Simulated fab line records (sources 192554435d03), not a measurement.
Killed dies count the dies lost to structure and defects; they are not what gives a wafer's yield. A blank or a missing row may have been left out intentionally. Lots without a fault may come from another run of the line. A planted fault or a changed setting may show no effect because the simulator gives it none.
A lot that was struck, set against a sound lot :: flow n5Finfet :: 15 out of 1938 route steps
Sound: wafers L274.2, L274.3, L274.6. Struck: wafers L291.1, L291.3, L291.4. The cause comes at the end.
At each step with rows: each side's tool, then ch and its chambers, then its first start. Under that, the readings that differ: sound wafers :: struck wafers :: difference of the means :: sigmas: that difference in standard deviations of wafers without a fault.
alike: words and numbers the same on both sides, and readings whose means are apart by under 2 such deviations; not compared: readings that were withheld, readings missing a value for some wafer, numbers with overlapping values and no deviation given by the record, and bounds like >300 which may hide the same value.
A row with sigmas, a row that says differs or no value, or rows on one side alone: a step with any of these is where the two part. When numbers do not overlap yet have no deviation, they are printed without sigmas and do not part them. A reading missing from all wafers of one side parts the sides only when that side holds two or more wafers.

N5_MOL_CONTACT_COAG_ETCH_106: etches SOC in N2/H2, target depth 80 nm, overetch 16 nm, time 120 s.
  sound on rieDiel-05 ch 0,2, day 4 15:54; struck on rieDiel-06 ch 1,2,3, day 9 00:45
  alike: drypumpMotorCurrentA, oesProductAu, rfVppV, showerheadPlenumPTorr, throttleValvePct
  not compared: rfHoursCounterH
then, 2 steps without rows for these wafers: N5_MOL_CONTACT_COAG_STRIP_107 (strips in N2/H2); N5_MOL_CONTACT_COAG_STRIP_108 (strips in N2/H2).
N5_MOL_CONTACT_COAG_CONTACT_ETCH_14: etches SiO2 in C4F6/O2, target depth 27.5 nm, overetch 8.5 nm, time 20 s.
  sound on rieDiel-05 ch 0,2, day 4 16:00; struck on rieDiel-06 ch 1,2,3, day 9 00:51
  alike: O2_flow_sccm, drypumpMotorCurrentA, mfcArSccm, oes_f_703_au, oesProductAu, rfVppV, showerheadPlenumPTorr, throttleValvePct
  not compared: rfHoursCounterH
then, 1 step without rows for these wafers: N5_MOL_CONTACT_COAG_STRIP_109 (strips in C4F6/O2).
N5_MOL_CONTACT_COAG_ETCH_15: etches SiNx in CH3F/O2, stops on Si:P, target depth 7 nm.
  sound on rieDiel-05 ch 0,2, day 4 16:02; struck on rieDiel-06 ch 1,2,3, day 9 00:53
  alike: O2_flow_sccm, drypumpMotorCurrentA, mfcArSccm, oes_f_703_au, oesProductAu, rfVppV, showerheadPlenumPTorr, throttleValvePct
  not compared: rfHoursCounterH
then, 2 steps without rows for these wafers: N5_MOL_CONTACT_COAG_ETCH_110 (etches Si in CF4/O2, target depth 2.5 nm, time 8 s); N5_MOL_CONTACT_COAG_STRIP_98 (strips in N2/H2).
N5_MOL_CONTACT_COAG_CD_MEAS_99 targets a cd of 17.2 nm.
  struck on cdSem-01, day 9 01:04; sound on cdSem-01, day 4 16:13
  alike: cdNm
then, 2 steps without rows for these wafers: N5_MOL_CONTACT_COAG_IMPLANT_129; N5_MOL_CONTACT_COAG_PRECLEAN_111 (cleans in NF3:NH3, afs cycles 1, time 20 s, sublimation time 60 s).
N5_MOL_CONTACT_COAG_TI_SIL_19: material Ti, target thk 4.2 nm, time 15 s.
  struck on pvdSputter-01, day 9 03:23; sound on pvdSputter-01, day 4 16:41
  alike: susceptorTempC, throttleValvePct
N5_MOL_CONTACT_COAG_ALD_20: deposits TiN, target thk 1.5 nm, pulse time 1 s, purge time 3 s.
  sound on aldMetal-01 ch 0,2, day 4 16:49; struck on aldMetal-01 ch 0,1,2, day 9 03:30
reading: aldCycles
sound: 68 68 68
struck: 112 112 112
difference: +44
sigmas: 

reading: model.TiN_of_MOL_CONTACT_COAG_ALD_20.thkNm (nm)
sound: 1.4 1.6 1.4
struck: 2.4 2.4 2.4
difference: +0.9
sigmas: 
  alike: heaterPowerW, precursorPulseHeightRel, susceptorTempC
N5_MOL_CONTACT_COAG_SIL_ANNEAL_21: time 60 s.
  sound on rtpAnneal-02 ch 0, day 4 17:13; struck on rtpAnneal-02 ch 0, day 9 03:55
  alike: lampPowerPct, lamp_zone_2_pct, lamp_zone_3_pct, wafer_temp_C_max
-- the record jumps here: 3 days lie between the struck wafers' starts before and after (it left off in module MOL_CONTACT_COAG and takes up again in module BEOL_M4, whose first step shown is number 1111 of the route) --
N5_BEOL_M4_RC_MEAS_101:
  sound on prober-02 ch 0, day 7 18:53; struck on prober-01 ch 0, day 12 14:57
reading: DIBL_P (mV/V)
sound: 37.0 38.8 38.0
struck: 32.8 33.8 31.4
difference: -5.3
sigmas: -3

reading: IOFF_P (nA/um)
sound: 0.23 0.26 0.25
struck: 0.18 0.19 0.16
difference: -0.07
sigmas: -2
  alike: DIBL_N, IOFF_N, ION_N, ION_P, SS_N, SS_P, VT_N, VT_P

WHERE THEY PART
At N5_BEOL_M4_RC_MEAS_101 and nowhere else, as far as this record goes.

WHY: the cause the simulator had injected
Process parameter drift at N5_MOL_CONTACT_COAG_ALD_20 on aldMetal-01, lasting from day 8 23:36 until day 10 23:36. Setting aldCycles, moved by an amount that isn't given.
